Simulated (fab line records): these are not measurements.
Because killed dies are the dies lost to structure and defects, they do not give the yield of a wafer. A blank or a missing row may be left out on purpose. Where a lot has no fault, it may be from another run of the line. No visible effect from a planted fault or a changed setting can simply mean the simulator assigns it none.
Code-filled problem report in 8D (eight disciplines) form | flow n5 finfet | the parts of the form that need people (team, actions taken, sign-off) are left out

== 1. PROBLEM STATEMENT ==
head pressure psi at N5_BEOL_M12_CMP_49 reads a mean of 1.2185 psi on 1 wafer of 1 lot; wafers without a fault read 0.9998 psi with a standard deviation of 0.0023. That is +95 standard deviations from the usual mean.
The step: polishes, stops on SiOC, t overpolish 20.6 s, target thk 320 nm.
Seen first at day 17 20:08 on cmp-01, wafer L802.2. Wafers with a number at this step in the record: 36, from 12 lots. Rule for "out" (also "out of limits"): further than 4 standard deviations from the usual mean. The other wafers with a number count as sound.

== 2. WHAT THIS IS AND IS NOT ==
question                    | is                                          | is not
which readings at this step | head pressure psi, barrier field endpoint s | motor current A, overpolish run s, slurry filter dp kPa
which lots                  | L802                                        | L782, L783, L784, L786, L789, L790, L791, L792, L793, L794, L795
which wafers of those lots  | L802.2                                      | L802.3, L802.5
read on which tools         | cmp-01                                      | cmp-02, cmp-04
when                        | from day 17 20:08                           | up to then (35 sound wafers)

== 3. SUSPECTS, AND WHAT RULES EACH OUT ==
Counting: a tool at a process step up to the reading stays a suspect if it ran every lot that is out. Sound lots after the first of them don't rule it out here, since some wafers of a struck lot are sound.
- pvd sputter-01 at N5_BEOL_M12_SPUTTER_44 (material Ta, target thk 10 nm, time 16.13 s): kept. It ran the lot that is out, L802 (day 17 19:30); its last sound lot up to then is L791 (day 14 17:02).
- pvd sputter-01 at N5_BEOL_M12_SPUTTER_45 (material Cu, target thk 80 nm, time 13.33 s): kept. It ran the lot that is out, L802 (day 17 19:35); its last sound lot up to then is L791 (day 14 17:07).
- cmp-01 at N5_BEOL_M12_CMP_49 (polishes, stops on SiOC, t overpolish 20.6 s, target thk 320 nm): kept. It ran the lot that is out, L802 (day 17 20:08); its last sound lot up to then is L793 (day 15 17:08). Out on those wafers are its own readings of barrier field endpoint s, head pressure psi.
- The sound lot-mates ran in chamber 0 of cmp-01 at N5_BEOL_M12_CMP_49, but the wafers that are out ran in chamber 1.
The count leaves pvd sputter-01 at N5_BEOL_M12_SPUTTER_44, pvd sputter-01 at N5_BEOL_M12_SPUTTER_45, and cmp-01 at N5_BEOL_M12_CMP_49.

== 4. THE CAUSE (what the simulator had put in) ==
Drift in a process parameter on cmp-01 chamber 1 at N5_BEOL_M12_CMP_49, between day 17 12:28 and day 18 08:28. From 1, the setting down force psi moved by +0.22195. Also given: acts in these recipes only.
Counting leaves 3 suspects; this tool is one of them.

== 5. THE CHAIN OF EFFECTS, in route order ==
Each row: a reading whose mean over the struck wafers that have a number lies more than 3 standard deviations from the usual. Only readings whose record carries a usual standard deviation are examined. hours: median over the lots of the time between each lot's start at the first step of this table that gives one and its start at this step. sigmas: the change, counted in usual standard deviations.
hours | step               | reading                  | usual      | on struck wafers | change  | sigmas
0     | N5_BEOL_M12_CMP_49 | barrier field endpoint s | 29.9 s     | 24.9             | -5.0    | -9.3
0     | N5_BEOL_M12_CMP_49 | head pressure psi        | 0.9998 psi | 1.2185           | +0.2187 | +95
Its process steps:
- N5_BEOL_M12_CMP_49: polishes, stops on SiOC, t overpolish 20.6 s, target thk 320 nm.

== 6. HOW IT WOULD HAVE BEEN CAUGHT EARLIER ==
8 hours passed between the start of the fault at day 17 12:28 and the first reading out of limits in this record, taken at day 17 20:08.
